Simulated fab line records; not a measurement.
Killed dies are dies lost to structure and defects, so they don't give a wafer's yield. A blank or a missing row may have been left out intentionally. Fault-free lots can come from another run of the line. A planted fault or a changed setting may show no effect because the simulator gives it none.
fab line records	flow nand_harc
record lots=6	wafers=18	last_day=33
route steps=1302 shown A_SLIT@944 A_SIN_REMOVE@947 A_WL_FILL@952 A_CONTACT@983 END@1302
lots with no fault: from the same line, run without faults
start_h: the number of hours between the record's first day and the start of the first shown wafer of the lot	wait_h: hours elapsed since this lot's preceding step	" repeats the value in the row above	L1.1+2: one row covering several wafers at once	- either no value or no given start	* or withheld: withheld	< > ~ a bound
route shown NAME@n: a module of which the file shows steps, and the number in the route of the first	usual: the fault-free wafers' mean and standard deviation	same: alike in all rows	chamber/n: place in a boat	sites: the reading at each site	_std_site: their standard deviation	_edge_site: inner sites' mean taken away from outer sites' mean	radius_mm: how far each site lies from the wafer's centre	mask NAME#n: copy n	behind: tool/chamber where the wafer was last shaped	hold: why the lot was held/for how many hours/how that ended	device: the n, p or np transistor that did not switch	end of line: tests run on the same wafers once the route is complete	a step without rows: its recipe alone	killed: count of dies lost to structure and defects at first sort (not the wafer's yield)	map: dies across one wafer; x = killed, . = not, _ = none there
set.NAME: the setting the step ran with; set.NAME@STEP: the setting that earlier step ran with	model.NAME: the simulator's own value behind a step, which no gauge read
a table for each step, a row for each wafer; lots at some steps of the route
services: a tool's chamber out of use, with start hour (start_h, from the record's first day; less than 0 if before it), hours out, and reason
## steps
# step NHARC_A_SLIT_PRECLEAN_19
# recipe time_s=*	temp_c=50	bath_age_min=0	chemistry=SC1
# step NHARC_A_SLIT_SRD_20
# step NHARC_A_SLIT_CD_MEAS_21
# usual cd_nm=289.2/0.97
lot.wafer	tool	chamber	start_h	wait_h	cd_nm
L617.2	cd_sem-02	-	470.97	-	289.5
L617.4	"	-	"	"	288.1
L617.5	"	-	"	"	289.0
L621.2	cd_sem-03	-	490.16	-	290.7
L621.4	"	-	"	"	288.8
L621.6	"	-	"	"	290.8
L630.2	cd_sem-02	-	583.41	-	289.8
L630.3	"	-	"	"	289.8
L630.4	"	-	"	"	291.4
L631.2	cd_sem-03	-	597.87	-	290.0
L631.5	"	-	"	"	289.7
L631.6	"	-	"	"	289.6
L635.3	cd_sem-01	-	635.74	-	288.9
L635.5	"	-	"	"	289.9
L635.6	"	-	"	"	290.7
L640.1	cd_sem-03	-	692.14	-	288.4
L640.4	"	-	"	"	290.2
L640.6	"	-	"	"	287.6
# step NHARC_A_SIN_REMOVE_WET_00
# recipe temp_c=160	time_s=15300	chemistry=H3PO4
# step NHARC_A_SIN_REMOVE_PRECLEAN_01
# recipe time_s=*	temp_c=50	bath_age_min=0	chemistry=SC1
# step NHARC_A_SIN_REMOVE_SRD_02
# step NHARC_A_SIN_REMOVE_INSPECT_04
# usual raw_defect_count=399/98
lot.wafer	tool	chamber	start_h	wait_h	raw_defect_count
L617.2	defect_inspect-02	-	476.10	0.0	473
L617.4	"	-	"	"	562
L617.5	"	-	"	"	572
L621.2	defect_inspect-02	-	496.70	0.0	262
L621.4	"	-	"	"	253
L621.6	"	-	"	"	218
L630.2	defect_inspect-02	-	590.02	0.0	251
L630.3	"	-	"	"	265
L630.4	"	-	"	"	302
L631.2	defect_inspect-02	-	604.39	0.0	387
L631.5	"	-	"	"	352
L631.6	"	-	"	"	498
L635.3	defect_inspect-01	-	642.43	0.0	383
L635.5	"	-	"	"	578
L635.6	"	-	"	"	453
L640.1	defect_inspect-01	-	698.51	0.0	308
L640.4	"	-	"	"	325
L640.6	"	-	"	"	332
# step NHARC_A_WL_FILL_ALD_00
# recipe target_thk_a=30	pulse_time_s=3	ald_cycles=30	temp_c=300	material=Al2O3
# step NHARC_A_WL_FILL_RTA_01
# recipe temp_c=1000	time_s=5
# usual lamp_power_pct=30.2/0.62	lamp_zone_3_pct=30.2/0.62	lamp_zone_7_pct=30.7/0.63	wafer_temp_C_max=1005.3/1.5
lot.wafer	tool	chamber	start_h	wait_h	lamp_power_pct	lamp_zone_3_pct	lamp_zone_7_pct	wafer_temp_C_max
L617.2	rtp_anneal-01	0	476.65	0.4	29.7	29.6	30.1	1005.5
L617.4	"	0	"	"	29.7	29.7	30.2	1003.6
L617.5	"	0	"	"	29.7	29.7	30.1	1004.0
L621.2	rtp_anneal-01	0	497.22	-	29.7	29.7	30.2	1003.1
L621.4	"	0	"	"	29.7	29.7	30.2	1004.0
L621.6	"	0	"	"	29.7	29.7	30.2	1004.8
L630.2	rtp_anneal-01	0	590.54	0.3	29.6	29.6	30.0	1002.9
L630.3	"	0	"	"	29.6	29.6	30.0	1003.7
L630.4	"	0	"	"	29.6	29.6	30.1	1004.6
L631.2	rtp_anneal-02	0	604.79	-	30.9	31.0	31.5	1008.9
L631.5	"	0	"	"	30.9	30.9	31.4	1004.7
L631.6	"	0	"	"	31.0	31.0	31.4	1006.7
L635.3	rtp_anneal-02	0	642.82	-	31.0	30.9	31.4	1006.6
L635.5	"	0	"	"	30.9	30.9	31.4	1005.8
L635.6	"	0	"	"	30.9	30.9	31.4	1005.9
L640.1	rtp_anneal-02	0	698.83	-	30.9	30.9	31.4	1006.6
L640.4	"	0	"	"	30.9	31.0	31.4	1007.3
L640.6	"	0	"	"	30.9	30.9	31.4	1006.0
# step NHARC_A_WL_FILL_ALD_02
# recipe target_thk_a=20	pulse_time_s=3	ald_cycles=100	temp_c=450	material=TiN
# step NHARC_A_WL_FILL_CVD_03
# recipe target_thk_a=400	temp_c=300	pressure_torr=40	wf6_flow_sccm=40	h2_flow_sccm=1600	ar_flow_sccm=1560	time_s=279	material=W
# usual heater_power_w=429/24	mfc_wf6_sccm=39.99/0.11	throttle_valve_pct=7.84/0.2
lot.wafer	tool	chamber	start_h	wait_h	heater_power_w	mfc_wf6_sccm	throttle_valve_pct
L617.2	cvd_w-01	1	477.32	0.1	417	40.10	8.14
L617.4	"	1	"	"	418	40.24	8.04
L617.5	"	0	"	"	420	40.04	7.59
L621.2	cvd_w-02	0	497.98	0.2	455	39.94	7.71
L621.4	"	0	"	"	464	39.89	7.84
L621.6	"	0	"	"	450	39.97	7.64
L630.2	cvd_w-02	0	591.16	0.1	454	39.80	7.64
L630.4	"	0	"	"	469	39.84	7.70
L630.3	"	1	"	"	400	40.02	7.49
L631.2	cvd_w-02	0	605.46	0.1	468	40.04	7.90
L631.6	"	1	"	"	389	39.93	7.43
L631.5	"	0	"	"	457	39.86	7.71
L635.3	cvd_w-01	0	643.52	0.2	453	39.84	7.98
L635.6	"	0	"	"	446	40.08	8.27
L635.5	"	1	"	"	428	39.97	8.03
L640.1	cvd_w-01	1	699.48	0.1	438	39.94	8.20
L640.4	"	0	"	"	437	39.95	7.96
L640.6	"	1	"	"	439	40.01	8.01
# step NHARC_A_WL_FILL_ETCHBACK_04
# recipe target_depth_a=600	time_s=120	chemistry=NF3
# step NHARC_A_WL_FILL_ETCHBACK_05
# recipe target_depth_a=220	time_s=60	temp_c=40	chemistry=Cl2/BCl3
# step NHARC_A_WL_FILL_STRIP_27
# recipe power_w=1500	temp_c=250	time_s=20	chemistry=N2/H2
# usual drypump_motor_current_A=5.8/0.49	heater_power_w=325/38
lot.wafer	tool	chamber	start_h	wait_h	drypump_motor_current_A	heater_power_w	rf_hours_counter_h
L617.2	plasma_asher-02	1	478.02	0.1	5.2	341	10
L617.4	"	1	"	"	5.2	336	-
L617.5	"	0	"	"	6.1	378	-
L621.2	plasma_asher-01	0	498.76	0.1	5.6	278	33
L621.4	"	0	"	"	5.6	285	-
L621.6	"	1	"	"	6.5	320	-
L630.2	plasma_asher-01	0	591.94	0.1	5.6	261	16
L630.3	"	1	"	"	6.5	323	-
L630.4	"	0	"	"	5.6	259	-
L631.2	plasma_asher-01	0	606.18	0.1	5.6	254	19
L631.5	"	1	"	"	6.5	319	-
L631.6	"	0	"	"	5.6	261	-
L635.3	plasma_asher-02	0	644.22	0.1	6.1	360	-
L635.6	"	0	"	"	6.1	346	-
L635.5	"	1	"	"	5.2	358	-
L640.1	plasma_asher-02	0	700.23	0.1	6.1	349	18
L640.4	"	1	"	"	5.2	345	-
L640.6	"	1	"	"	5.2	353	-
# step NHARC_A_WL_FILL_STRIP_28
# recipe time_s=1200	temp_c=72.5	chemistry=post_etch_residue_remover
# step NHARC_A_WL_FILL_PRECLEAN_06
# recipe time_s=300	chemistry=DIW
# step NHARC_A_WL_FILL_SRD_07
# step NHARC_A_WL_FILL_ANNEAL_08
# recipe temp_c=450	time_s=1800
# step NHARC_A_WL_FILL_ALD_10
# recipe target_thk_a=500	pulse_time_s=10	ald_cycles=500	temp_c=300	material=SiO2
# step NHARC_A_WL_FILL_ETCHBACK_16
# recipe target_depth_a=1200	time_s=24	c4f8_flow_sccm=withheld	o2_flow_sccm=8	ar_flow_sccm=withheld	rf_w=600	bias_w=800	chemistry=C4F8/O2/Ar
# usual oes_product_au=0.988/0.025	rf_vpp_V=723/4.3
lot.wafer	tool	chamber	start_h	wait_h	oes_product_au	rf_hours_counter_h	rf_vpp_V
L617.2	rie_diel-12	1	-	-	0.990	0.6	718
L617.4	"	3	"	"	1.007	1.7	727
L617.5	"	1	"	"	0.983	-	718
L621.2	rie_diel-12	0	-	-	0.951	2.4	719
L621.4	"	1	"	"	0.936	1.2	718
L621.6	"	2	"	"	0.949	-	724
L630.4	rie_diel-05	1	-	-	1.002	0.1	721
L630.2	"	2	"	"	1.010	0.1	731
L630.3	"	3	"	"	1.018	0.1	726
L631.2	rie_diel-12	3	-	-	1.011	8.0	729
L631.6	"	0	"	"	1.011	-	720
L631.5	"	1	"	"	0.989	-	717
L635.3	rie_diel-03	1	-	-	1.004	0.1	720
L635.5	"	2	"	"	1.027	-	720
L635.6	"	3	"	"	1.013	-	723
L640.4	rie_diel-12	3	-	-	0.980	4.9	729
L640.1	"	0	"	"	0.966	3.8	719
L640.6	"	3	"	"	0.979	-	729
# step NHARC_A_WL_FILL_STRIP_29
# recipe time_s=20	o2_flow_sccm=500	ar_flow_sccm=0	bias_w=0	chemistry=O2
# usual drypump_motor_current_A=5.7/0.4	oes_product_au=1.002/0.011	rf_vpp_V=57.8/0.91	showerhead_plenum_p_Torr=3.52/0.14	throttle_valve_pct=17.036/0.0092
lot.wafer	tool	chamber	start_h	wait_h	drypump_motor_current_A	oes_product_au	rf_hours_counter_h	rf_vpp_V	showerhead_plenum_p_Torr	throttle_valve_pct
L617.4	rie_diel-12	1	491.52	0.1	5.1	0.988	0.7	58.3	3.36	17.046
L617.2	"	3	"	"	5.3	1.030	1.7	57.3	3.70	17.041
L617.5	"	1	"	"	5.1	0.976	-	57.4	3.36	17.035
L621.2	rie_diel-12	0	508.73	0.1	6.7	1.002	2.4	56.5	3.41	17.041
L621.4	"	1	"	"	5.1	0.994	1.2	57.5	3.36	17.035
L621.6	"	3	"	"	5.3	1.015	-	57.6	3.70	17.035
L630.4	rie_diel-05	3	604.05	0.1	5.8	1.020	0.1	57.7	3.61	17.023
L630.2	"	0	"	"	5.5	0.991	0.1	57.7	3.32	17.027
L630.3	"	2	"	"	5.5	0.998	0.2	58.2	3.75	17.026
L631.2	rie_diel-12	1	621.25	0.1	5.1	0.989	7.6	57.5	3.35	17.026
L631.6	"	0	"	"	6.7	1.025	-	56.9	3.41	17.032
L631.5	"	1	"	"	5.1	0.997	-	57.0	3.35	17.040
L635.3	rie_diel-03	2	653.90	0.1	5.5	1.010	0.1	57.0	3.42	17.026
L635.6	"	1	"	"	5.5	0.989	-	58.6	3.42	17.033
L635.5	"	2	"	"	5.5	1.018	-	58.6	3.42	17.024
L640.4	rie_diel-12	1	710.36	0.1	5.1	1.000	5.1	57.3	3.35	17.023
L640.1	"	3	"	"	5.2	1.009	4.9	58.2	3.69	17.053
L640.6	"	2	"	"	5.8	0.993	-	58.6	3.61	17.059
# step NHARC_A_WL_FILL_ETCHBACK_17
# recipe target_depth_a=40	time_s=26.7	chemistry=Cl2/BCl3
# step NHARC_A_WL_FILL_PRECLEAN_18
# recipe time_s=30	chemistry=dHF
# step NHARC_A_WL_FILL_SRD_21
# step NHARC_A_WL_FILL_CVD_23
# recipe target_thk_a=400	temp_c=620	pressure_mtorr=200	time_s=800	material=poly-Si
# step NHARC_A_WL_FILL_ETCHBACK_26
# recipe target_depth_a=520	time_s=13.3	hbr_flow_sccm=150	rf_w=350	icp_w=350	bias_w=60	chemistry=HBr
# step NHARC_A_WL_FILL_PRECLEAN_30
# recipe time_s=10	chemistry=dHF
# step NHARC_A_WL_FILL_SRD_14
# step NHARC_A_WL_FILL_ALD_19
# recipe target_thk_a=20	pulse_time_s=3	ald_cycles=100	temp_c=450	material=TiN
# step NHARC_A_WL_FILL_CVD_20
# recipe target_thk_a=1000	temp_c=400	pressure_torr=40	wf6_flow_sccm=40	h2_flow_sccm=1600	ar_flow_sccm=1560	time_s=74	material=W
# step NHARC_A_WL_FILL_CMP_12
# recipe t_overpolish_s=30	target_thk_nm=100
# step NHARC_A_WL_FILL_SRD_31
# step NHARC_A_WL_FILL_INSPECT_15
# usual raw_defect_count=458/110
lot.wafer	tool	chamber	start_h	wait_h	raw_defect_count
L617.2	defect_inspect-02	-	497.86	0.0	429
L617.4	"	-	"	"	345
L617.5	"	-	"	"	401
L621.2	defect_inspect-01	-	515.12	0.0	413
L621.4	"	-	"	"	609
L621.6	"	-	"	"	427
L630.2	defect_inspect-01	-	610.50	0.0	622
L630.3	"	-	"	"	534
L630.4	"	-	"	"	641
L631.2	defect_inspect-02	-	627.87	0.0	479
L631.5	"	-	"	"	454
L631.6	"	-	"	"	580
L635.3	defect_inspect-01	-	660.31	0.0	467
L635.5	"	-	"	"	592
L635.6	"	-	"	"	511
L640.1	defect_inspect-02	-	716.87	0.0	473
L640.4	"	-	"	"	508
L640.6	"	-	"	"	423
# step NHARC_A_CONTACT_DEP_24
# recipe target_thk_a=5000	temp_c=400	pressure_torr=6.5	rf_w=900	teos_flow_sccm=161.4	flow_sccm=2650	target_thk_nm=500	gas=O2	material=SiO2
# usual heater_power_w=573/120	throttle_valve_pct=15.4/0.78
lot.wafer	tool	chamber	start_h	wait_h	heater_power_w	throttle_valve_pct
L617.2	pecvd-02	0	497.99	0.1	487	15.3
L617.5	"	0	"	"	501	15.4
L617.4	"	1	"	"	697	15.0
L621.2	pecvd-01	1	515.25	0.1	445	14.5
L621.4	"	0	"	"	600	16.7
L621.6	"	1	"	"	489	14.9
L630.4	pecvd-02	1	610.93	0.4	790	14.8
L631.5	pecvd-04	0	628.18	0.3	526	17.0
L631.6	"	1	"	"	495	15.7
L635.3	pecvd-02	2	660.56	0.3	467	14.6
L635.5	"	2	"	"	479	15.1
L635.6	"	1	"	"	808	15.0
L640.1	pecvd-04	2	717.11	0.2	572	15.9
L640.4	"	1	"	"	407	15.0
L640.6	"	2	"	"	609	16.1
# step NHARC_A_CONTACT_DEP_28
# recipe target_thk_a=70000	temp_c=400	material=aC
# step NHARC_END_SORT_01
# recipe temp_c=25
# usual killed_at_array=59/20	killed_at_other=0.8/1.1	killed_at_periphery=5/3.1	killed_dies=64/21	killed_open=3.4/1.9	killed_short=2.3/1.7
# same gross_dies=677
lot.wafer	tool	chamber	start_h	wait_h	killed_at_array	killed_at_other	killed_at_periphery	killed_dies	killed_open	killed_short
L630.2	prober-01	0	690.34	2.8	671	0	6	677	3	2
L630.3	prober-01	0	691.15	3.1	664	0	3	667	1	1
L631.2	prober-01	0	701.30	2.8	671	1	4	676	3	4
# killed by level:class
L630.2 A_WL_FILL:area_cvd=608 A_SLIT:chamber_film_flake=27 A_CHANNEL_HOLE_D2:chamber_film_flake=14 A_CHANNEL_HOLE_D1:chamber_film_flake=7 A_CONTACT:chamber_film_flake=4 P_CONTACT:chamber_film_flake=3 A_STAIRCASE:chamber_film_flake=3 A_SGD_CUT:chamber_film_flake=2
L630.3 A_WL_FILL:area_cvd=603 A_CHANNEL_HOLE_D2:chamber_film_flake=24 A_SLIT:chamber_film_flake=19 A_STAIRCASE:chamber_film_flake=3 A_SGD_CUT:chamber_film_flake=3 A_CONTACT:chamber_film_flake=3 P_BONDPAD:chamber_film_flake=2 A_ZERO_WELL:chamber_film_flake=2
L631.2 A_WL_FILL:area_cvd=576 A_SLIT:chamber_film_flake=32 A_CHANNEL_HOLE_D1:chamber_film_flake=27 A_CHANNEL_HOLE_D2:chamber_film_flake=15 A_CONTACT:chamber_film_flake=5 P_GATE:chamber_film_flake=3 A_STAIRCASE:chamber_film_flake=3 A_SGD_CUT:chamber_film_flake=3
# map L630.2 (x killed, . not)
____________x____________
_________xxxxxxx_________
_______xxxxxxxxxxx_______
______xxxxxxxxxxxxx______
_____xxxxxxxxxxxxxxx_____
____xxxxxxxxxxxxxxxxx____
____xxxxxxxxxxxxxxxxx____
___xxxxxxxxxxxxxxxxxxx___
___xxxxxxxxxxxxxxxxxxx___
__xxxxxxxxxxxxxxxxxxxxx__
__xxxxxxxxxxxxxxxxxxxxx__
_xxxxxxxxxxxxxxxxxxxxxxx_
_xxxxxxxxxxxxxxxxxxxxxxx_
_xxxxxxxxxxxxxxxxxxxxxxx_
_xxxxxxxxxxxxxxxxxxxxxxx_
_xxxxxxxxxxxxxxxxxxxxxxx_
xxxxxxxxxxxxxxxxxxxxxxxxx
xxxxxxxxxxxxxxxxxxxxxxxxx
xxxxxxxxxxxxxxxxxxxxxxxxx
xxxxxxxxxxxxxxxxxxxxxxxxx
xxxxxxxxxxxxxxxxxxxxxxxxx
_xxxxxxxxxxxxxxxxxxxxxxx_
_xxxxxxxxxxxxxxxxxxxxxxx_
_xxxxxxxxxxxxxxxxxxxxxxx_
_xxxxxxxxxxxxxxxxxxxxxxx_
_xxxxxxxxxxxxxxxxxxxxxxx_
__xxxxxxxxxxxxxxxxxxxxx__
__xxxxxxxxxxxxxxxxxxxxx__
___xxxxxxxxxxxxxxxxxxx___
___xxxxxxxxxxxxxxxxxxx___
____xxxxxxxxxxxxxxxxx____
____xxxxxxxxxxxxxxxxx____
_____xxxxxxxxxxxxxxx_____
______xxxxxxxxxxxxx______
_______xxxxxxxxxxx_______
_________xxxxxxx_________
____________x____________
# map L631.2 (x killed, . not)
____________x____________
_________xxxxxxx_________
_______xxxxxxxxxxx_______
______xxxxxxxxxxxxx______
_____xxxxxxxxxxxxxxx_____
____xxxxxxxxxxxxxxxxx____
____xxxxxxxxxxxxxxxxx____
___xxxxxxxxxxxxxxxxxxx___
___xxxxxxxxxxxxxxxxxxx___
__xxxxxxxxxxxxxxxxxxxxx__
__xxxxxxxxxxxxxxxxxxxxx__
_xxxxxxxxxxxxxxxxxxxxxxx_
_xxxxxxxxxxxxxxxxxxxxxxx_
_xxxxxxxxxxxxxxxxxxxxxxx_
_xxxxxxxxxxxxxxxxxxxxxxx_
_xxxxxxxxxxxxxxxxxxxxxxx_
xxxxxxxxxxxxxxxxxxxxxxxxx
xxxxxxxxxxxxxxxxxxxxxxxxx
xxxxxxxxxxxxxxxxxxxxxxxxx
xxxxxxxxxxxxxxxxxxxxxxxxx
xxx.xxxxxxxxxxxxxxxxxxxxx
_xxxxxxxxxxxxxxxxxxxxxxx_
_xxxxxxxxxxxxxxxxxxxxxxx_
_xxxxxxxxxxxxxxxxxxxxxxx_
_xxxxxxxxxxxxxxxxxxxxxxx_
_xxxxxxxxxxxxxxxxxxxxxxx_
__xxxxxxxxxxxxxxxxxxxxx__
__xxxxxxxxxxxxxxxxxxxxx__
___xxxxxxxxxxxxxxxxxxx___
___xxxxxxxxxxxxxxxxxxx___
____xxxxxxxxxxxxxxxxx____
____xxxxxxxxxxxxxxxxx____
_____xxxxxxxxxxxxxxx_____
______xxxxxxxxxxxxx______
_______xxxxxxxxxxx_______
_________xxxxxxx_________
____________x____________
## services
tool	chamber	start_h	hours	kind
rie_diel-05	0	453.27	9.0	repair
cvd_w-01	0	482.15	2.2	repair
plasma_asher-01	-	519.11	9.0	pm
cvd_w-01	-	547.35	13.0	pm
plasma_asher-02	-	573.11	7.3	repair
pecvd-02	0	579.84	6.1	repair
plasma_asher-02	-	589.14	1.1	repair
pecvd-02	-	589.41	13.0	pm
cvd_w-01	1	598.34	3.2	repair
plasma_asher-02	-	603.25	9.0	pm
cvd_w-01	0	617.45	10.2	repair
plasma_asher-02	-	619.87	3.2	repair
rie_diel-12	-	622.40	9.0	pm
cvd_w-02	-	631.00	13.0	pm
rie_diel-12	0	631.63	20.0	repair
pecvd-02	1	640.90	2.6	repair
rie_diel-12	-	658.92	0.5	repair
pecvd-02	0	659.15	5.8	repair
cvd_w-01	1	667.26	11.1	repair
cvd_w-01	0	669.90	7.6	repair
pecvd-02	-	673.99	1.5	repair
cvd_w-02	0	692.28	4.1	repair
plasma_asher-01	-	696.11	9.0	pm
pecvd-02	0	713.77	4.8	repair
## key
first_sign step=NHARC_END_SORT_01	reading=killed_at_array	direction=up	sigmas=31	usual=59	struck=669
effect step=NHARC_END_SORT_01	reading=killed_dies	direction=up	sigmas=29	usual=64	struck=673
more_kills_born_at NHARC_A_WL_FILL_CVD_03@cvd_w-02=1787
met_at NHARC_A_WL_FILL_CVD_03
struck_wafers L630.2,L630.3,L631.2
later_rows_left_out L630.2,L630.3,L631.2
tester_left_out L630,L631
onset_between 497.98 591.16
fault kind=process_parameter_drift	tool=cvd_w-02	chamber=-	onset_h=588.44	steps=NHARC_A_WL_FILL_CVD_03	channel=target_thk_a	offset=*	shape=step	end_h=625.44	scope=struck_wafers_only	acts_in=*	stated=*
# tester_left_out: of these lots the tester's yield and bins aren't shown, on N5 and GAA mostly nor the transistor test; their killed dies are dies lost to structure and defects alone, not to doping, threshold or leakage, so they don't give the yield
# later_rows_left_out: the simulator's readings of these wafers behind a module that went badly wrong aren't trusted and aren't shown, but for the sort
